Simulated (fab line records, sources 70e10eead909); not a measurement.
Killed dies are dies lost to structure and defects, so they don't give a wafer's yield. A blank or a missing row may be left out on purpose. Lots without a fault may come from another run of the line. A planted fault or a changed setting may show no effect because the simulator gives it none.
fab line records | flow nand_harc
record lots=14 wafers=42 last_day=34
route steps=1302 shown A_ONON_D2@553 A_BONDPAD@1230 THIN_TSV@1273 END@1302
lots that met no fault: from a run of the same line without faults
start_h: hours from the record's first day to the start of the lot's first wafer shown | wait_h: hours since the lot's step before | " the same as in the row above | L1.1+2: a row that stands for several wafers | - no value, or no start given | * or withheld: withheld | < > ~ a bound
route shown NAME@n: a module of which the file shows steps, and the number in the route of the first | usual: mean/standard deviation of fault-free wafers | same: alike in all rows | chamber/n: place in a boat | sites: the reading at each site | _std_site: their standard deviation | _edge_site: outer sites' mean less inner sites' | radius_mm: how far each site lies from the wafer's centre | mask NAME#n: copy n | behind: the tool/chamber that last shaped the wafer | hold: why the lot was held/for how many hours/how that ended | device: the transistor (n, p or np) that didn't switch | end of line: the same wafers' tests at the end of the route | a step without rows: its recipe alone | killed: dies lost to structure and defects at the first sort, not the wafer's yield | map: a wafer's dies, x killed, . not, _ none there
set.NAME: the setting as run; set.NAME@STEP: as run at that earlier step | model.NAME: the simulator's own value behind a step, which no gauge read
steps of the route over a sample of lots; a table a step, a row a wafer
services: from which hour (start_h, from the record's first day; less than 0 if before it) a tool's chamber was out of use, for how many hours, and why
## steps
# step NHARC_A_ONON_D2_DEP_12
# recipe target_thk_a=10000 n2_flow_sccm=2750 n2o_flow_sccm=2000 nh3_flow_sccm=500 sih4_flow_sccm=210 temp_c=400
# usual n2_flow_sccm=2750/7.4
# columns lot.wafer tool chamber start_h wait_h n2_flow_sccm
L551.1 pecvd_onon-04 0 275.83 0.1 2756
L551.2 " 0 " " 2753
L551.3 " 0 " " 2760
L553.3 pecvd_onon-04 0 286.17 0.2 2746
L553.5 " 0 " " 2753
L553.6 " 0 " " 2751
L552.1 pecvd_onon-01 0 286.19 0.1 2759
L552.2 " 0 " " 2745
L552.4 " 0 " " 2754
L554.1 pecvd_onon-04 0 299.90 0.1 2749
L554.2 " 0 " " 2746
L554.3 " 0 " " 2757
L556.4 pecvd_onon-03 0 326.55 0.2 2758
L556.5 " 0 " " 2741
L556.6 " 0 " " 2742
L559.2 pecvd_onon-01 0 349.25 0.1 2754
L559.5 " 0 " " 2747
L559.6 " 0 " " 2745
L558.2 pecvd_onon-04 0 349.42 0.1 2755
L558.3 " 0 " " 2760
L558.6 " 0 " " 2745
L560.2 pecvd_onon-04 0 376.38 0.1 2751
L560.4 " 0 " " 2762
L560.5 " 0 " " 2759
L563.2 pecvd_onon-01 0 404.34 0.1 2749
L563.3 " 0 " " 2740
L563.5 " 0 " " 2725
L565.2 pecvd_onon-01 0 419.32 0.1 2761
L565.3 " 0 " " 2763
L565.6 " 0 " " 2757
L570.1 pecvd_onon-03 0 466.04 0.1 2752
L570.3 " 0 " " 2754
L570.5 " 0 " " 2754
L571.3 pecvd_onon-01 0 485.89 0.2 2748
L571.4 " 0 " " 2743
L571.5 " 0 " " 2750
L573.3 pecvd_onon-01 0 493.22 0.2 2755
L573.4 " 0 " " 2751
L573.5 " 0 " " 2756
L574.1 pecvd_onon-01 0 502.06 0.1 2745
L574.4 " 0 " " 2753
L574.5 " 0 " " 2759
# step NHARC_A_BONDPAD_ANNEAL_28
# recipe temp_c=225 time_s=90
# usual wafer_temp_C_max=225.92/0.29
# columns lot.wafer tool chamber start_h wait_h wafer_temp_C_max
L551.1 rtp_anneal-02 0 536.73 0.3 225.80
L551.2 " 0 " " 225.55
L551.3 " 0 " " 225.71
L552.1 rtp_anneal-02 0 539.26 - 225.74
L552.2 " 0 " " 225.90
L552.4 " 0 " " 225.77
L553.3 rtp_anneal-02 0 543.51 0.3 225.77
L553.5 " 0 " " 225.56
L553.6 " 0 " " 225.63
L554.1 rtp_anneal-02 0 556.66 - 225.60
L554.2 " 0 " " 225.61
L554.3 " 0 " " 225.47
L556.4 rtp_anneal-02 0 593.75 - 225.73
L556.5 " 0 " " 225.64
L556.6 " 0 " " 225.48
L558.2 rtp_anneal-02 0 602.43 - 225.92
L558.3 " 0 " " 225.99
L558.6 " 0 " " 225.80
L559.2 rtp_anneal-01 0 608.57 - 225.83
L559.5 " 0 " " 225.98
L559.6 " 0 " " 225.79
L560.2 rtp_anneal-02 0 628.13 - 225.67
L560.4 " 0 " " 226.04
L560.5 " 0 " " 225.90
L563.2 rtp_anneal-01 0 659.90 - 226.09
L563.3 " 0 " " 226.50
L563.5 " 0 " " 226.49
L565.2 rtp_anneal-02 0 677.21 0.6 226.21
L565.3 " 0 " " 226.00
L565.6 " 0 " " 225.85
L570.1 rtp_anneal-02 0 727.17 0.3 225.62
L570.3 " 0 " " 225.55
L570.5 " 0 " " 225.54
L571.3 rtp_anneal-02 0 731.14 0.3 225.78
L571.4 " 0 " " 225.94
L571.5 " 0 " " 225.43
L573.3 rtp_anneal-01 0 747.54 0.3 226.03
L573.4 " 0 " " 226.11
L573.5 " 0 " " 226.14
L574.1 rtp_anneal-01 0 770.74 - 226.17
L574.4 " 0 " " 226.28
L574.5 " 0 " " 226.20
# step NHARC_A_BONDPAD_THK_MEAS_20
# recipe thk_meas_gauge=xrf
# usual thk_nm=170.0/1.3
# columns lot.wafer tool chamber start_h wait_h thk_nm
L551.1 film_metro-02 - 537.40 - 169.1
L551.2 " - " " 173.2
L551.3 " - " " 168.6
L552.1 film_metro-01 - 539.92 - 172.8
L552.2 " - " " 168.7
L552.4 " - " " 168.9
L553.3 film_metro-01 - 544.08 - 169.5
L553.5 " - " " 169.6
L553.6 " - " " 170.6
L554.1 film_metro-01 - 557.32 - 166.5
L554.2 " - " " 168.3
L554.3 " - " " 169.3
L556.4 film_metro-02 - 594.27 - 169.5
L556.5 " - " " 168.1
L556.6 " - " " 167.7
L558.2 film_metro-01 - 603.05 - 171.9
L558.3 " - " " 171.4
L558.6 " - " " 168.9
L559.2 film_metro-02 - 609.18 - 170.1
L559.5 " - " " 170.2
L559.6 " - " " 170.7
L560.2 film_metro-02 - 628.75 - 170.9
L560.4 " - " " 168.9
L560.5 " - " " 169.6
L563.2 film_metro-02 - 660.52 - 167.3
L563.3 " - " " 168.9
L563.5 " - " " 169.0
L565.2 film_metro-02 - 677.82 - 168.2
L565.3 " - " " 167.9
L565.6 " - " " 169.4
L570.1 film_metro-01 - 727.84 - 169.2
L570.3 " - " " 173.4
L570.5 " - " " 171.2
L571.3 film_metro-02 - 731.70 - 169.9
L571.4 " - " " 168.0
L571.5 " - " " 170.8
L573.3 film_metro-02 - 749.99 - 170.6
L573.4 " - " " 170.7
L573.5 " - " " 168.2
L574.1 film_metro-02 - 771.40 - 170.7
L574.4 " - " " 168.2
L574.5 " - " " 171.5
# step NHARC_THIN_TSV_PVD_51
# recipe target_thk_a=1000 chamber_pressure_pa=5 material=Cu
# usual throttle_valve_pct=30.0/1.3
# columns lot.wafer tool chamber start_h wait_h throttle_valve_pct
L551.2 pvd_sputter-01 - - - 31.8
L551.1 " - " " 29.4
L551.3 " - " " 32.1
L552.2 pvd_sputter-03 - - - 29.2
L552.4 " - " " 31.6
L552.1 " - " " 29.0
L553.3 pvd_sputter-02 - - - 29.0
L553.6 " - " " 27.5
L553.5 " - " " 30.5
L554.3 pvd_sputter-01 - - - 31.6
L554.1 " - " " 32.3
L554.2 " - " " 29.9
L556.4 pvd_sputter-03 - - - 29.3
L556.5 " - " " 29.7
L556.6 " - " " 31.5
L558.2 pvd_sputter-03 - - - 29.2
L558.3 " - " " 29.1
L558.6 " - " " 29.1
L559.2 pvd_sputter-02 - - - 28.9
L559.5 " - " " 27.6
L559.6 " - " " 30.2
L560.2 pvd_sputter-01 - - - 29.3
L560.4 " - " " 29.0
L560.5 " - " " 28.9
L563.2 pvd_sputter-03 - - - 29.3
L563.3 " - " " 31.5
L563.5 " - " " 29.5
L565.2 pvd_sputter-01 - - - 31.2
L565.3 " - " " 28.9
L565.6 " - " " 31.4
L570.3 pvd_sputter-02 - - - 29.9
L570.1 " - " " 32.1
L570.5 " - " " 27.6
L571.3 pvd_sputter-03 - - - 28.6
L571.4 " - " " 31.2
L571.5 " - " " 28.8
L573.3 pvd_sputter-02 - - - 29.6
L573.4 " - " " 27.5
L573.5 " - " " 29.8
L574.4 pvd_sputter-01 - - - 31.8
L574.1 " - " " 31.5
L574.5 " - " " 29.2
# step NHARC_END_SORT_01
# recipe temp_c=25
# usual killed_at_array=52/17 killed_at_other=0.8/1.1 killed_at_periphery=3.2/2.2 killed_dies=57/17 killed_open=3.4/1.8 killed_short=2.4/1.6
# same gross_dies=677
# columns lot.wafer tool chamber start_h wait_h killed_at_array killed_at_other killed_at_periphery killed_dies killed_open killed_short
L563.2 prober-02 0 688.75 2.8 120 1 3 124 4 3
L563.3 prober-02 0 689.56 3.1 111 2 1 114 2 3
L563.5 prober-02 0 691.18 3.7 101 0 3 104 2 2
L565.2 prober-02 0 703.16 2.8 95 1 5 101 2 2
L565.3 prober-02 0 703.96 3.1 107 1 3 111 1 3
L565.6 prober-02 0 706.37 4.0 97 1 8 106 4 3
# killed by level:class
L563.2 A_ONON_D2:unspecified=59 A_SLIT:chamber_film_flake=26 A_CHANNEL_HOLE_D1:chamber_film_flake=8 A_STAIRCASE:chamber_film_flake=8 A_CHANNEL_HOLE_D2:chamber_film_flake=4 A_CONTACT:chamber_film_flake=4 A_BLC:geometric_particle:short=2 P_BONDPAD:chamber_film_flake=2
L563.3 A_ONON_D2:unspecified=53 A_SLIT:chamber_film_flake=23 A_CHANNEL_HOLE_D1:chamber_film_flake=12 A_CHANNEL_HOLE_D2:chamber_film_flake=5 A_CONTACT:chamber_film_flake=5 A_STAIRCASE:chamber_film_flake=4 A_SGD_CUT:chamber_film_flake=2 HYBRID_BOND:chamber_film_flake=2
L563.5 A_ONON_D2:unspecified=55 A_SLIT:chamber_film_flake=18 A_CHANNEL_HOLE_D2:chamber_film_flake=7 A_STAIRCASE:chamber_film_flake=5 A_CHANNEL_HOLE_D1:chamber_film_flake=4 A_CONTACT:chamber_film_flake=3 P_GATE:chamber_film_flake=2 A_ONON_D1:geometric_particle:short=1
L565.2 A_ONON_D2:unspecified=56 A_CHANNEL_HOLE_D1:chamber_film_flake=21 A_CONTACT:chamber_film_flake=6 P_GATE:chamber_film_flake=4 A_WL_FILL:chamber_film_flake=3 A_STAIRCASE:chamber_film_flake=2 A_SLIT:chamber_film_flake=2 P_CONTACT:geometric_particle:short=1
L565.3 A_ONON_D2:unspecified=59 A_CHANNEL_HOLE_D1:chamber_film_flake=28 A_CONTACT:chamber_film_flake=10 A_SLIT:chamber_film_flake=6 P_GATE:chamber_film_flake=3 A_ONON_D1:geometric_particle:open=1 A_DECK1_JOINT:geometric_particle:short=1 A_CHANNEL_FILL_D2:geometric_particle:short=1
L565.6 A_ONON_D2:unspecified=55 A_CHANNEL_HOLE_D1:chamber_film_flake=29 P_GATE:chamber_film_flake=5 A_SLIT:chamber_film_flake=4 A_CONTACT:chamber_film_flake=3 P_CONTACT:geometric_particle:open=2 A_ONON_D1:geometric_particle:short=2 A_STAIRCASE:chamber_film_flake=2
## services
# columns tool chamber start_h hours kind
pecvd_onon-01 - 269.31 13.0 pm
pvd_sputter-02 - 276.17 1.2 repair
pvd_sputter-02 - 282.08 10.0 pm
pecvd_onon-04 - 311.04 13.0 pm
pvd_sputter-03 - 312.77 0.8 repair
pvd_sputter-03 - 348.91 10.0 pm
pvd_sputter-01 - 350.29 4.9 repair
pvd_sputter-03 - 400.46 1.8 repair
pvd_sputter-01 - 404.00 10.0 pm
pvd_sputter-03 - 422.58 13.1 repair
pecvd_onon-01 - 450.31 13.0 pm
pvd_sputter-03 - 474.25 1.0 repair
pecvd_onon-04 - 492.31 13.0 pm
pvd_sputter-03 - 526.91 10.0 pm
pvd_sputter-01 - 582.00 10.0 pm
pvd_sputter-01 - 600.61 2.0 repair
pecvd_onon-01 - 631.31 13.0 pm
pvd_sputter-03 - 652.81 2.8 repair
pecvd_onon-04 - 673.31 13.0 pm
pvd_sputter-01 - 689.95 1.1 repair
pvd_sputter-03 - 704.91 10.0 pm
rtp_anneal-02 - 744.00 12.0 pm
pvd_sputter-01 - 747.56 12.3 repair
pvd_sputter-01 - 760.00 10.0 pm
## key
first_sign step=NHARC_END_SORT_01 reading=killed_at_array direction=up sigmas=3.1 usual=52 struck=105
effect step=NHARC_END_SORT_01 reading=killed_dies direction=up sigmas=3.1 usual=57 struck=110
more_kills_born_at NHARC_A_ONON_D2_DEP_12@pecvd_onon-01=337
met_at NHARC_A_ONON_D2_DEP_12
struck_lots L563,L565
tester_left_out L563,L565
not_acting_at NHARC_A_BONDPAD_ANNEAL_28,NHARC_A_BONDPAD_THK_MEAS_20,NHARC_THIN_TSV_PVD_51
onset_between 349.25 404.34
fault kind=chamber_particle_source tool=pecvd_onon-01 chamber=- onset_h=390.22 steps=NHARC_A_ONON_D2_DEP_12 rate_per_visit_cm2=0.45118 end_h=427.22
# tester_left_out: of these lots the tester's yield and bins aren't shown, on N5 and GAA mostly nor the transistor test; their killed dies are dies lost to structure and defects alone, not to doping, threshold or leakage, so they don't give the yield
